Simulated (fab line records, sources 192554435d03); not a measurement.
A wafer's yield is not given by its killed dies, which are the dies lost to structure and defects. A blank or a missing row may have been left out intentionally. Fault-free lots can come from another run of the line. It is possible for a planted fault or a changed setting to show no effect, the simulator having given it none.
Chamber matching | flow n5 finfet | 4 sister chambers for N5_BEOL_M3_STRIP_19 on rie diel-01
The step strips in O2. 8 wafers are shown with their chamber, then 8 later ones without.

## WAFERS PAIRED WITH THEIR CHAMBERS
wafer  | chamber | showerhead plenum p Torr (Torr) | throttle valve pct (%)
L080.2 | 1       | 2.11                            | 16.75
L080.5 | 2       | 2.21                            | 16.77
L083.5 | 2       | 2.21                            | 16.76
L086.6 | 0       | 2.03                            | 17.04
L087.3 | 3       | 2.05                            | 16.72
L087.4 | 0       | 2.03                            | 17.04
L087.6 | 3       | 2.05                            | 16.71
L092.2 | 1       | 2.10                            | 16.77

## WAFERS MISSING THEIR CHAMBER
wafer  | showerhead plenum p Torr (Torr) | throttle valve pct (%)
L092.3 | 2.03                            | 17.03
L092.4 | 2.03                            | 17.05
L091.1 | 2.05                            | 16.71
L091.3 | 2.03                            | 17.05
L091.4 | 2.10                            | 16.80
L097.1 | 2.02                            | 17.09
L097.2 | 2.21                            | 16.80
L097.6 | 2.05                            | 16.74

## WHICH CHAMBER EACH WENT THROUGH
wafer  | from the rows above | in truth
L092.3 | 0                   | 0
L092.4 | 0                   | 0
L091.1 | 3                   | 3
L091.3 | 0                   | 0
L091.4 | 1                   | 1
L097.1 | 0                   | 0
L097.2 | 2                   | 2
L097.6 | 3                   | 3
Correct placement for 8 of the 8. Number that these rows cannot place: 0. Wrongly placed: 0.
How it was worked out, from the rows above alone: a wafer's distance from a chamber is the root of the sum, over the readings, of the square of ((its reading less the chamber's mean) divided by the reading's scatter). If the next closest chamber is less than 2 further off than the closest, the wafer can't be placed; otherwise it belongs to the closest. A chamber's mean is the mean of its shown wafers. The scatter: the root of (the sum of the squares of (reading less its chamber's mean) over the shown wafers, divided by (wafers less chambers)).
